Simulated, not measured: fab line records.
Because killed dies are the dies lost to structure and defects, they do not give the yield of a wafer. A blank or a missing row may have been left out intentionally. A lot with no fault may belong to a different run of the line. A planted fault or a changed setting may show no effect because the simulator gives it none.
Chamber matching -- flow n5Finfet -- N5_HKMG_FIN_STRIP_34 on rieDiel-05 has 4 sister chambers
The step strips in CF4. 14 wafers are shown with their chamber, then 7 later ones without.

WAFERS, EACH WITH ITS CHAMBER
wafer,chamber,drypumpMotorCurrentA (A),throttleValvePct (%),oesProductAu (a.u.)
L077.2,0,5.9,13.71,0.83
L077.4,1,5.7,13.66,0.76
L077.5,3,6.4,13.65,0.81
L082.1,0,5.9,13.74,0.82
L082.2,3,6.3,13.69,0.80
L082.4,1,5.7,13.68,0.76
L085.3,2,5.3,13.43,0.86
L085.5,0,5.9,13.75,0.81
L085.6,3,6.3,13.70,0.79
L087.1,0,5.8,13.77,0.80
L087.5,2,5.3,13.45,0.85
L087.6,3,6.3,13.71,0.79
L088.1,0,5.9,13.78,0.80
L088.2,1,5.7,13.73,0.75

SIGNATURES, as means of the wafers listed above
reading,chamber 0,chamber 1,chamber 2,chamber 3,scatter within a chamber
drypumpMotorCurrentA,5.880,5.700,5.300,6.325,0.0394
throttleValvePct,13.7500,13.6900,13.4400,13.6875,0.0281
oesProductAu,0.8120,0.7567,0.8550,0.7975,0.0104
Rule: a wafer's distance from a chamber is the root of the sum, over the readings, of the square of ((its reading less the chamber's mean) divided by the reading's scatter). If the next closest chamber is less than 2 further off than the closest, the wafer can't be placed; otherwise it belongs to the closest. The scatter: the root of (the sum of the squares of (reading less its chamber's mean) over the shown wafers, divided by (wafers less chambers)).

WAFERS WITH NO CHAMBER GIVEN
wafer,drypumpMotorCurrentA (A),throttleValvePct (%),oesProductAu (a.u.)
L088.4,6.3,13.70,0.79
L091.1,5.9,13.78,0.79
L091.2,6.3,13.72,0.78
L091.4,5.3,13.43,0.84
L092.3,6.3,13.74,0.78
L092.5,5.7,13.73,0.74
L092.6,5.9,13.80,0.79

WHICH CHAMBER EACH WENT THROUGH
wafer,from the rows above,in truth
L088.4,3,3
L091.1,0,0
L091.2,3,3
L091.4,2,2
L092.3,3,3
L092.5,1,1
L092.6,0,0
Placed correctly: 7 of 7. Not placeable from these rows: 0. Placed wrongly: 0.
